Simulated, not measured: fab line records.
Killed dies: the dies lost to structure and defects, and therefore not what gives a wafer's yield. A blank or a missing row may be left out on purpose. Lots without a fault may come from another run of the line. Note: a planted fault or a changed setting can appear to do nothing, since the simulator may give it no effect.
Lot-split experiment -- flow n5-finfet -- 21 wafers read from 7 lots, route of 1938 steps

== ON THE SPLIT ==
At N5_MIM_BOT_ETCH_ETCH_03 (etches the open film in Cl2/BCl3, target depth 12 nm), the setting icp-w was moved away from the recipe's 800 W on 6 of the 21 wafers read, by -18.0% to -7.7%. The other wafers ran this setting at the recipe's value.

The split's own step is where the reading is taken.

== THE READING ==
etch.depth-nm (the simulator's own value, which no gauge read), in nm, at N5_MIM_BOT_ETCH_ETCH_03 (etches the open film in Cl2/BCl3, target depth 12 nm). No usual value for it is given in the file. Average 12.085 nm, standard deviation 0.21 nm, over the 15 wafers here run with the recipe.

wafer,"tool, chamber at the split","icp-w as run, W",against the recipe,"etch.depth-nm, nm",against lot-mates on the recipe
L075.1,"rie-metal-01, 0",656.3,-18.0%,9.894,-1.916
L075.3,"rie-metal-01, 0",656.3,-18.0%,9.907,-1.903
L075.6,"rie-metal-01, 1",800,recipe,11.81,-
L080.2,"rie-metal-02, 1",800,recipe,12.4,-
L080.3,"rie-metal-02, 1",800,recipe,12.39,-
L080.5,"rie-metal-02, 1",737.7,-7.8%,11.6,-0.795
L084.1,"rie-metal-01, 1",717.5,-10.3%,10.88,-0.980
L084.5,"rie-metal-01, 1",717.5,-10.3%,10.9,-0.960
L084.6,"rie-metal-01, 0",800,recipe,11.86,-
L085.3,"rie-metal-01, 1",800,recipe,11.92,-
L085.5,"rie-metal-01, 0",800,recipe,11.87,-
L085.6,"rie-metal-01, 1",800,recipe,11.94,-
L089.2,"rie-metal-01, 0",738.8,-7.7%,10.96,-0.935
L089.5,"rie-metal-01, 1",800,recipe,12.07,-
L089.6,"rie-metal-01, 0",800,recipe,11.72,-
L094.1,"rie-metal-02, 1,0",800,recipe,12.29,-
L094.4,"rie-metal-02, 1,0",800,recipe,12.29,-
L094.2,"rie-metal-02, 0",800,recipe,12.18,-
L096.1,"rie-metal-02, 0",800,recipe,12.09,-
L096.3,"rie-metal-02, 1",800,recipe,12.3,-
L096.6,"rie-metal-02, 0",800,recipe,12.14,-
If several chambers appear in one row, that row covers several wafers at once and the file leaves open which wafer was in which chamber.

FIT RESULTS
A straight line over all 21 wafers: etch.depth-nm changes by +0.119 nm for each +1% of icp-w; r = +0.96; the points scatter about the line by 0.22 nm.
The same after taking each lot's own level away (the mean of its wafers on the recipe; 21 wafers): +0.104 nm for each +1%; r = +0.99; scatter 0.086 nm.
According to that fit, moving icp-w by its largest amount changes the reading by 1.9 nm.
From 11.8100 to 12.3950 nm: that is the span of the lots' own levels, equal to 2.7 times the standard deviation above.
Thus the slope moves with the lot-to-lot level: the two fits are different.
Check: -1.85 nm against its lot-mates is what the line predicts for one of the wafers moved furthest among these (-18.0%) when that wafer is left out of the fit. It came out at -1.92 nm against them.

== THE OTHER SPLITS THESE WAFERS WENT THROUGH ==
Note: prior to the reading, these wafers also went through further splits. Each is held against what the fit with the lots' levels taken away leaves over:
other split on the same wafers,wafers away from the commonest value,r with etch.depth-nm (lot level and that fit taken away)
N5_BEOL_M15_EXPOSE_07 dose-mj,10,-0.19

== FILE'S OWN FIT ==
etch.depth-nm changes by +0.105 nm for each +1% of icp-w, r = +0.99.
